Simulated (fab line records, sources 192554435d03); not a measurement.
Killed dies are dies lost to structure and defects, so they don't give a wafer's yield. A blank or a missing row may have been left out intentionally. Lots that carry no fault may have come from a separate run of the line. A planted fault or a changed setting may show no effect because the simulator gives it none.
Chamber matching || flow n5Finfet || pecvd-03 running N5_BEOL_M0_DEP_125: 3 sister chambers
The step deposits SiCN from 3MS/NH3, target thk 8 nm, time 14 s. 16 wafers are shown with their chamber, then 8 later ones without.

WAFERS WITH THEIR CHAMBER
{"wafer": "L078.1", "chamber": 1, "showerheadPlenumPTorr (Torr)": 3.679, "throttleValvePct (%)": 8.9}
{"wafer": "L078.2", "chamber": 2, "showerheadPlenumPTorr (Torr)": 3.675, "throttleValvePct (%)": 8.7}
{"wafer": "L078.4", "chamber": 1, "showerheadPlenumPTorr (Torr)": 3.679, "throttleValvePct (%)": 9.2}
{"wafer": "L080.2", "chamber": 2, "showerheadPlenumPTorr (Torr)": 3.669, "throttleValvePct (%)": 8.8}
{"wafer": "L080.3", "chamber": 0, "showerheadPlenumPTorr (Torr)": 3.657, "throttleValvePct (%)": 9.2}
{"wafer": "L080.4", "chamber": 1, "showerheadPlenumPTorr (Torr)": 3.673, "throttleValvePct (%)": 9.2}
{"wafer": "L086.2", "chamber": 2, "showerheadPlenumPTorr (Torr)": 3.678, "throttleValvePct (%)": 8.9}
{"wafer": "L086.4", "chamber": 0, "showerheadPlenumPTorr (Torr)": 3.661, "throttleValvePct (%)": 9.3}
{"wafer": "L086.6", "chamber": 2, "showerheadPlenumPTorr (Torr)": 3.677, "throttleValvePct (%)": 8.8}
{"wafer": "L088.1", "chamber": 2, "showerheadPlenumPTorr (Torr)": 3.676, "throttleValvePct (%)": 9.0}
{"wafer": "L088.2", "chamber": 0, "showerheadPlenumPTorr (Torr)": 3.662, "throttleValvePct (%)": 9.2}
{"wafer": "L088.4", "chamber": 0, "showerheadPlenumPTorr (Torr)": 3.651, "throttleValvePct (%)": 9.4}
{"wafer": "L089.2", "chamber": 2, "showerheadPlenumPTorr (Torr)": 3.674, "throttleValvePct (%)": 8.8}
{"wafer": "L089.3", "chamber": 0, "showerheadPlenumPTorr (Torr)": 3.653, "throttleValvePct (%)": 9.4}
{"wafer": "L089.5", "chamber": 0, "showerheadPlenumPTorr (Torr)": 3.657, "throttleValvePct (%)": 9.4}
{"wafer": "L090.2", "chamber": 1, "showerheadPlenumPTorr (Torr)": 3.680, "throttleValvePct (%)": 8.9}

SIGNATURES (averages over the wafers above)
{"reading": "showerheadPlenumPTorr", "chamber 0": 3.65683, "chamber 1": 3.67775, "chamber 2": 3.67483, "scatter within a chamber": 0.00366}
{"reading": "throttleValvePct", "chamber 0": 9.317, "chamber 1": 9.050, "chamber 2": 8.833, "scatter within a chamber": 0.121}
Rule: a wafer's distance from a chamber is the root of the sum, over the readings, of the square of ((its reading less the chamber's mean) divided by the reading's scatter). The wafer belongs to the nearest chamber; if the next one is less than 2 further off, it can't be placed. How the scatter is found: for the shown wafers, subtract from each reading the mean of its chamber, square and add these, divide the total by (wafers less chambers), then take the root.

WAFERS WITHOUT THEIR CHAMBER
{"wafer": "L090.3", "showerheadPlenumPTorr (Torr)": 3.658, "throttleValvePct (%)": 9.3}
{"wafer": "L090.4", "showerheadPlenumPTorr (Torr)": 3.674, "throttleValvePct (%)": 8.9}
{"wafer": "L092.1", "showerheadPlenumPTorr (Torr)": 3.676, "throttleValvePct (%)": 9.0}
{"wafer": "L092.2", "showerheadPlenumPTorr (Torr)": 3.661, "throttleValvePct (%)": 8.9}
{"wafer": "L092.5", "showerheadPlenumPTorr (Torr)": 3.678, "throttleValvePct (%)": 9.2}
{"wafer": "L096.1", "showerheadPlenumPTorr (Torr)": 3.679, "throttleValvePct (%)": 9.3}
{"wafer": "L096.2", "showerheadPlenumPTorr (Torr)": 3.658, "throttleValvePct (%)": 8.9}
{"wafer": "L096.6", "showerheadPlenumPTorr (Torr)": 3.656, "throttleValvePct (%)": 9.3}

CHAMBER TAKEN BY EACH
{"wafer": "L090.3", "from the rows above": 0, "in truth": 0}
{"wafer": "L090.4", "from the rows above": "can't be placed: 2 or 1", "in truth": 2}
{"wafer": "L092.1", "from the rows above": "can't be placed: 1 or 2", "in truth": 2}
{"wafer": "L092.2", "from the rows above": "can't be placed: 0 or 2 or 1", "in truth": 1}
{"wafer": "L092.5", "from the rows above": "can't be placed: 1 or 2", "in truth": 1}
{"wafer": "L096.1", "from the rows above": "can't be placed: 1 or 2", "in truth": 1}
{"wafer": "L096.2", "from the rows above": "can't be placed: 0 or 2", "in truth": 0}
{"wafer": "L096.6", "from the rows above": 0, "in truth": 0}
Correctly placed: 2 of 8. Cannot be placed on the basis of these rows: 6; the candidates contain the true chamber in 6. Number placed wrongly: 0.
